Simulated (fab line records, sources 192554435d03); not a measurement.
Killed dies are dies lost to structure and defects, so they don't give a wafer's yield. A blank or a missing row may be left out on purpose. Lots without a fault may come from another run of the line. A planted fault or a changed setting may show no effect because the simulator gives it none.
fab line records | flow n5_finfet
record lots=7 wafers=21
route steps=1938 shown MOL_CONTACT_COAG@523 BEOL_M0_SAQP@676
start_h: hours from the record's first day to the start of the lot's first wafer shown | wait_h: hours since the lot's step before | " the same as in the row above | L1.1+2: a row that stands for several wafers | - no value, or no start given | * or withheld: withheld | < > ~ a bound
route shown NAME@n: a module of which the file shows steps, and the number in the route of the first | usual: mean/standard deviation of fault-free wafers | same: alike in all rows | chamber/n: place in a boat | sites: the reading at each site | _std_site: their standard deviation | _edge_site: outer sites' mean less inner sites' | radius_mm: how far each site lies from the wafer's centre | mask NAME#n: copy n | behind: the tool/chamber that last shaped the wafer | hold: why the lot was held/for how many hours/how that ended | device: the transistor (n, p or np) that didn't switch | end of line: the same wafers' tests at the end of the route | a step without rows: its recipe alone | killed: dies lost to structure and defects at the first sort, not the wafer's yield | map: a wafer's dies, x killed, . not, _ none there
set.NAME: the setting as run; set.NAME@STEP: as run at that earlier step | model.NAME: the simulator's own value behind a step, which no gauge read
lots whose settings were changed on purpose; a table a step, a row a wafer
## steps
# step N5_MOL_CONTACT_COAG_EXPOSE_05
# recipe mask_id=CA na=0.33 source_shape=annular sigma_inner=0.4 sigma_outer=0.8 polarization=unpolarized defocus_nm=0 dose_mj=38.25
# columns lot.wafer tool chamber start_h wait_h mask set.dose_mj
L077.1+6 euv_scanner-02 0 115.77 - CA#0 38.25
L077.2 " 0 " " CA#0 36.44
L080.1+4 euv_scanner-02 0 126.53 - CA#0 39.8
L080.3 " 0 " " CA#0 38.25
L081.1+4+6 euv_scanner-02 0 132.26 - CA#0 35.5
L086.1+3 euv_scanner-01 0 159.68 - CA#0 39.68
L086.5 " 0 " " CA#0 38.25
L090.2 euv_scanner-02 0 182.72 - CA#0 38.25
L090.3+5 " 0 " " CA#0 36.44
L092.2+4+6 euv_scanner-01 0 199.43 - CA#0 38.25
L096.1+2+6 euv_scanner-02 0 221.76 - CA#0 38.25
# step N5_MOL_CONTACT_COAG_PEB_06
# recipe peb_temp_c=100 peb_time_s=60 resist=CAR-EUV
# step N5_MOL_CONTACT_COAG_DEVELOP_07
# recipe develop_time_s=30 developer=TMAH resist=CAR-EUV rinse_liquid=surfactant_rinse dry=air_spin dev_temp_c=23
# step N5_MOL_CONTACT_COAG_CD_MEAS_08
# recipe target_cd_nm=28 landing_energy_ev=500 detector=se_inlens polarity=opening
# usual cd_nm=27.95/0.23
# columns lot.wafer tool chamber start_h wait_h set.dose_mj@MOL_CONTACT_COAG_EXPOSE_05 cd_nm
L077.1 cd_sem-01 0 115.90 - 38.25 28.05
L077.2 " 0 " " 36.44 26.69
L077.6 " 0 " " 38.25 28.19
L080.1 cd_sem-02 0 126.65 - 39.8 28.87
L080.3 " 0 " " 38.25 28.09
L080.4 " 0 " " 39.8 28.38
L081.1 cd_sem-02 0 132.39 - 35.5 26.12
L081.4 " 0 " " 35.5 26.00
L081.6 " 0 " " 35.5 25.91
L086.1 cd_sem-01 0 159.81 - 39.68 28.96
L086.3 " 0 " " 39.68 28.60
L086.5 " 0 " " 38.25 28.12
L090.2 cd_sem-02 0 182.84 - 38.25 27.83
L090.3 " 0 " " 36.44 26.34
L090.5 " 0 " " 36.44 26.89
L092.2 cd_sem-02 0 199.56 - 38.25 28.07
L092.4 " 0 " " 38.25 28.00
L092.6 " 0 " " 38.25 28.01
L096.1 cd_sem-02 0 221.89 - 38.25 27.70
L096.2 " 0 " " 38.25 27.79
L096.6 " 0 " " 38.25 27.76
# step N5_MOL_CONTACT_COAG_DESCUM_13
# recipe chemistry=O2 time_s=7 source_power_w=50 bias_power_w=20 pressure_mtorr=20 rf_frequency_hz=2.712e+07 temp_c=40 resist=CAR-EUV o2_flow_sccm=225
# step N5_MOL_CONTACT_COAG_ETCH_59
# recipe chemistry=N2/H2 target=underlayer target_depth_a=130 mask_material=CAR-EUV time_s=10.4 ion_energy_ev=200 pressure_mtorr=30 source_w=840 bias_w=150 n2_flow_sccm=200 h2_flow_sccm=200 ends=cleared
# columns lot.wafer tool chamber start_h wait_h set.dose_mj@MOL_CONTACT_COAG_EXPOSE_05 model.MOL_CONTACT_COAG.cd_offset_nm
L077.1+6 rie_diel-01 2 116.20 0.0 38.25 0
L077.2 " 3 " " 36.44 -1.2
L080.1+4 rie_diel-01 0,3 126.81 0.0 39.8 0.8
L080.3 " 1 " " 38.25 0.2
L081.1+4+6 rie_diel-01 0,3,3 132.55 0.0 35.5 -1.8
L086.1+3 rie_diel-03 0,1 159.97 0.0 39.68 0.8
L086.5 " 0 " " 38.25 0.2
L090.2 rie_diel-03 1 183.00 0.0 38.25 -0.2
L090.3+5 " 0 " " 36.44 -1.4
L092.2+4 rie_diel-03 2,0 199.71 0.0 38.25 0
L092.6 " 3 " " 38.25 -0.2
L096.1 rie_diel-01 2 222.05 0.0 38.25 -0.6
L096.2+6 " 0,3 " " 38.25 -0.2
# step N5_MOL_CONTACT_COAG_ETCH_105
# recipe chemistry=CF4 target=SiARC target_depth_a=156 mask_material=CAR-EUV time_s=26 ion_energy_ev=80 pressure_mtorr=40 source_w=545 bias_w=36 Ar_flow_sccm=100 cf4_flow_sccm=100 ends=cleared
# columns lot.wafer tool chamber start_h wait_h set.dose_mj@MOL_CONTACT_COAG_EXPOSE_05 model.MOL_CONTACT_COAG.cd_offset_nm
L077.1+6 rie_diel-01 2 116.22 0.0 38.25 0.2
L077.2 " 3 " " 36.44 -1.2
L080.1 rie_diel-01 0 126.83 0.0 39.8 1
L080.3 " 1 " " 38.25 0
L080.4 " 3 " " 39.8 0.8
L081.1+4+6 rie_diel-01 0,3,3 132.57 0.0 35.5 -1.8
L086.1 rie_diel-03 0 159.99 0.0 39.68 0.8
L086.3 " 1 " " 39.68 0.6
L086.5 " 0 " " 38.25 0.2
L090.2 rie_diel-03 1 183.02 0.0 38.25 -0.2
L090.3+5 " 0 " " 36.44 -1.4
L092.2+4 rie_diel-03 2,0 199.73 0.0 38.25 0
L092.6 " 3 " " 38.25 -0.2
L096.1 rie_diel-01 2 222.07 0.0 38.25 -0.6
L096.2+6 " 0,3 " " 38.25 -0.2
# step N5_MOL_CONTACT_COAG_ETCH_106
# recipe chemistry=N2/H2 target=SOC target_depth_a=800 overetch_a=160 mask_material=SiARC temp_c=40 time_s=120 ion_energy_ev=200 pressure_mtorr=30 source_w=840 bias_w=150 n2_flow_sccm=200 h2_flow_sccm=200
# columns lot.wafer tool chamber start_h wait_h set.dose_mj@MOL_CONTACT_COAG_EXPOSE_05 model.MOL_CONTACT_COAG.cd_offset_nm
L077.1 rie_diel-01 2 116.25 0.0 38.25 0.2
L077.2 " 3 " " 36.44 -1.2
L077.6 " 2 " " 38.25 0
L080.1 rie_diel-01 0 126.86 0.0 39.8 1
L080.3 " 1 " " 38.25 0.2
L080.4 " 3 " " 39.8 0.8
L081.1 rie_diel-01 0 132.60 0.0 35.5 -1.8
L081.4+6 " 3 " " 35.5 -2
L086.1 rie_diel-03 0 160.02 0.0 39.68 0.8
L086.3 " 1 " " 39.68 0.6
L086.5 " 0 " " 38.25 0.2
L090.2 rie_diel-03 1 183.04 0.0 38.25 0
L090.3+5 " 0 " " 36.44 -1.4
L092.2+4+6 rie_diel-03 2,0,3 199.76 0.0 38.25 -0.2
L096.1 rie_diel-01 2 222.09 0.0 38.25 -0.4
L096.2+6 " 0,3 " " 38.25 0
# step N5_MOL_CONTACT_COAG_ALD_133
# recipe material=SiO2 target_thk_a=50 temp_c=100 ald_precursor_family=BDEAS ald_co_reactant=O2-plasma pulse_time_s=1 co_reactant_pulse_time_s=1 purge_time_s=2 co_reactant_purge_time_s=2 ald_cycles=35 pressure_torr=2
# columns lot.wafer tool chamber start_h wait_h set.ald_cycles model.SiO2_of_MOL_CONTACT_COAG_ALD_133.thk_nm
L077.1+2+6 ald_sin-02 2,0,0 128.60 0.1 35 5
L080.1+3 ald_sin-02 1,3 137.76 0.1 35 5
L080.4 " 0 " " 29 4.2
L081.1+4+6 ald_sin-03 2,0,0 146.44 0.1 35 5
L086.1+3+5 ald_sin-03 0,1,2 172.01 0.1 35 5
L090.2 ald_sin-02 3 198.84 0.1 35 5
L090.3+5 " 1,2 " " 29 4.2
L092.2+4 ald_sin-03 1,0 211.54 0.1 35 5
L092.6 " 2 " " 38 5.4
L096.1+2+6 ald_sin-01 1,2,2 232.86 0.3 35 5
# step N5_MOL_CONTACT_COAG_ETCHBACK_136
# recipe chemistry=CHF3 target=SiO2 target_depth_a=250 time_s=16.7 ion_energy_ev=200 pressure_mtorr=30 source_w=610 bias_w=170 Ar_flow_sccm=200 CHF3_flow_sccm=50
# columns lot.wafer tool chamber start_h wait_h set.target_depth_a
L077.1+2 rie_diel-03 0,2 129.02 0.0 278.8
L077.6 " 3 " " 250
L080.1+3 rie_diel-06 1,0 138.06 0.0 250
L080.4 " 3 " " 241.4
L081.1+4+6 rie_diel-06 3,0,3 146.75 0.0 250
L086.1+5 rie_diel-03 2,3 172.46 0.0 265.9
L086.3 " 1 " " 250
L090.2 rie_diel-06 2 199.18 0.0 250
L090.3+5 " 0,3 " " 274.6
L092.2 rie_diel-01 1 211.94 0.0 250
L092.4+6 " 0 " " 241.1
L096.1+2+6 rie_diel-06 2,3,2 233.20 0.0 250
# step N5_MOL_CONTACT_COAG_STRIP_120
# recipe chemistry=CHF3 resist=SiARC rf_frequency_hz=6e+07
# step N5_MOL_CONTACT_COAG_VIA_ETCH_117
# recipe chemistry=C4F6/O2 target_depth_a=400 overetch_a=80 mask_material=SOC target=SiO2 bias_w=455 pressure_mtorr=10 time_s=26 source_w=325 Ar_flow_sccm=300 C4F6_flow_sccm=10 O2_flow_sccm=10 ion_energy_ev=575.3 ends=end_point
# columns lot.wafer tool chamber start_h wait_h set.target_depth_a@MOL_CONTACT_COAG_ETCHBACK_136 model.MOL_CONTACT_COAG.feature_depth_nm model.etch.depth_nm
L077.1 rie_diel-03 0 129.05 0.0 278.8 37.4 37.4
L077.2 " 2 " " 278.8 37 37.08
L077.6 " 3 " " 250 40.4 40.42
L080.1 rie_diel-06 1 138.10 0.0 250 40 39.94
L080.3 " 0 " " 250 40.2 40.19
L080.4 " 3 " " 241.4 40.6 40.68
L081.1 rie_diel-06 3 146.78 0.0 250 39.6 39.67
L081.4 " 0 " " 250 40 40.09
L081.6 " 3 " " 250 39.6 39.55
L086.1 rie_diel-03 2 172.50 0.0 265.9 38.6 38.63
L086.3 " 1 " " 250 40.4 40.35
L086.5 " 3 " " 265.9 39.2 39.16
L090.2 rie_diel-06 2 199.22 0.0 250 40.2 40.18
L090.3 " 0 " " 274.6 37.6 37.55
L090.5 " 3 " " 274.6 37 37.07
L092.2 rie_diel-01 1 211.97 0.0 250 39.6 39.59
L092.4 " 0 " " 241.1 40.8 40.76
L092.6 " 0 " " 241.1 40.6 40.64
L096.1 rie_diel-06 2 233.24 0.0 250 40.6 40.56
L096.2 " 3 " " 250 39.6 39.64
L096.6 " 2 " " 250 40.4 40.4
# step N5_BEOL_M0_SAQP_SPACER2_ALD_26
# recipe material=SiO2 target_thk_a=150 temp_c=300 ald_precursor_family=BDEAS ald_co_reactant=O2-plasma pulse_time_s=1 purge_time_s=2 co_reactant_purge_time_s=2 pressure_torr=2
# columns lot.wafer tool chamber start_h wait_h set.target_thk_a model.SiO2_of_BEOL_M0_SAQP_SPACER2_ALD_26.thk_nm
L077.1+2 ald_sin-04 0,1 141.17 0.1 150 15.2
L077.6 " 0 " " 159.4 16
L080.1+4 ald_sin-04 1,0 148.87 0.1 155.1 15.6
L080.3 " 2 " " 150 15
L081.1+6 ald_sin-02 0,2 155.93 0.1 169 16.8
L081.4 " 3 " " 150 15
L086.1 ald_sin-01 1 184.31 0.1 140.2 14
L086.3+5 " 0,3 " " 150 15
L090.2 ald_sin-01 0 209.39 0.2 150 14.8
L090.3 " 2 " " 164 16.4
L090.5 " 1 " " 150 15
L092.2+4+6 ald_sin-01 0,3,1 222.24 0.1 150 15
L096.1+2+6 ald_sin-02 1,0,1 242.39 0.1 150 15
# step N5_BEOL_M0_SAQP_SPACER2_ETCHBACK_27
# recipe chemistry=CHF3/O2 mode=anisotropic_etchback target=SiO2 target_depth_a=225 time_s=11.25 pressure_mtorr=30 source_w=650 bias_w=170 Ar_flow_sccm=200 CHF3_flow_sccm=50 O2_flow_sccm=5 ion_energy_ev=200
# step N5_BEOL_M0_SAQP_MANDREL2_REMOVE_110
# recipe chemistry=HBr/Cl2/O2 bt_time_s=10 target=a-Si stop_on=SiCN endpoint=OES-SiCl over_etch_frac=1 icp_w=600 bias_w=30 HBr_flow_sccm=150 Cl2_flow_sccm=80 O2_flow_sccm=5 pressure_mtorr=10
# columns lot.wafer tool chamber start_h wait_h set.target_thk_a@BEOL_M0_SAQP_SPACER2_ALD_26 model.BEOL_M0_SAQP.cd_nm
L077.1+2 rie_si-03 2,0 141.87 0.1 150 15.2
L077.6 " 0 " " 159.4 16
L080.1+4 rie_si-03 0,1 149.51 0.1 155.1 15.6
L080.3 " 3 " " 150 15
L081.1+6 rie_si-03 0,3 156.57 0.1 169 16.8
L081.4 " 1 " " 150 15
L086.1 rie_si-04 0 184.97 0.1 140.2 14
L086.3+5 " 2,0 " " 150 15
L090.2+5 rie_si-03 1,0 210.08 0.1 150 14.8
L090.3 " 0 " " 164 16.2
L092.2+4+6 rie_si-03 1,2,3 222.94 0.1 150 15
L096.1+2 rie_si-03 0,3 243.03 0.1 150 15
L096.6 " 1 " " 150 14.8
# step N5_BEOL_M0_SAQP_CD_MEAS_29
# recipe target_cd_nm=14.4 landing_energy_ev=1000 detector=se_inlens
# usual cd_nm=14.98/0.22
# columns lot.wafer tool chamber start_h wait_h set.target_thk_a@BEOL_M0_SAQP_SPACER2_ALD_26 cd_nm
L077.1 cd_sem-02 0 141.98 0.1 150 15.43
L077.2 " 0 " " 150 14.92
L077.6 " 0 " " 159.4 15.95
L080.1 cd_sem-01 0 149.62 0.1 155.1 15.44
L080.3 " 0 " " 150 15.33
L080.4 " 0 " " 155.1 15.63
L081.1 cd_sem-02 0 156.68 0.1 169 17.02
L081.4 " 0 " " 150 15.22
L081.6 " 0 " " 169 16.82
L086.1 cd_sem-01 0 185.08 0.1 140.2 13.73
L086.3 " 0 " " 150 14.90
L086.5 " 0 " " 150 14.73
L090.2 cd_sem-02 0 210.19 0.1 150 14.52
L090.3 " 0 " " 164 15.88
L090.5 " 0 " " 150 15.20
L092.2 cd_sem-02 0 223.06 0.1 150 15.02
L092.4 " 0 " " 150 14.87
L092.6 " 0 " " 150 14.91
L096.1 cd_sem-02 0 243.14 0.1 150 14.97
L096.2 " 0 " " 150 15.00
L096.6 " 0 " " 150 14.68
## key
split step=N5_MOL_CONTACT_COAG_EXPOSE_05 setting=dose_mj stated=38.25 by=wafer
response step=N5_MOL_CONTACT_COAG_CD_MEAS_08 reading=cd_nm change=+0.228 per=1% r=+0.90
response step=N5_MOL_CONTACT_COAG_ETCH_59 reading=model.MOL_CONTACT_COAG.cd_offset_nm change=+0.213 per=1% r=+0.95
response step=N5_MOL_CONTACT_COAG_ETCH_105 reading=model.MOL_CONTACT_COAG.cd_offset_nm change=+0.237 per=1% r=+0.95
response step=N5_MOL_CONTACT_COAG_ETCH_106 reading=model.MOL_CONTACT_COAG.cd_offset_nm change=+0.233 per=1% r=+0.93
split step=N5_MOL_CONTACT_COAG_ALD_133 setting=ald_cycles stated=35 by=wafer
response step=N5_MOL_CONTACT_COAG_ALD_133 reading=model.SiO2_of_MOL_CONTACT_COAG_ALD_133.thk_nm change=+0.0467 per=1% r=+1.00
split step=N5_MOL_CONTACT_COAG_ETCHBACK_136 setting=target_depth_a stated=250 by=wafer
response step=N5_MOL_CONTACT_COAG_VIA_ETCH_117 reading=model.MOL_CONTACT_COAG.feature_depth_nm change=-0.274 per=1% r=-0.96
response step=N5_MOL_CONTACT_COAG_VIA_ETCH_117 reading=model.etch.depth_nm change=-0.272 per=1% r=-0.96
split step=N5_BEOL_M0_SAQP_SPACER2_ALD_26 setting=target_thk_a stated=150 by=wafer
response step=N5_BEOL_M0_SAQP_SPACER2_ALD_26 reading=model.SiO2_of_BEOL_M0_SAQP_SPACER2_ALD_26.thk_nm change=+0.148 per=1% r=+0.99
response step=N5_BEOL_M0_SAQP_MANDREL2_REMOVE_110 reading=model.BEOL_M0_SAQP.cd_nm change=+0.145 per=1% r=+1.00
response step=N5_BEOL_M0_SAQP_CD_MEAS_29 reading=cd_nm change=+0.128 per=1% r=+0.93
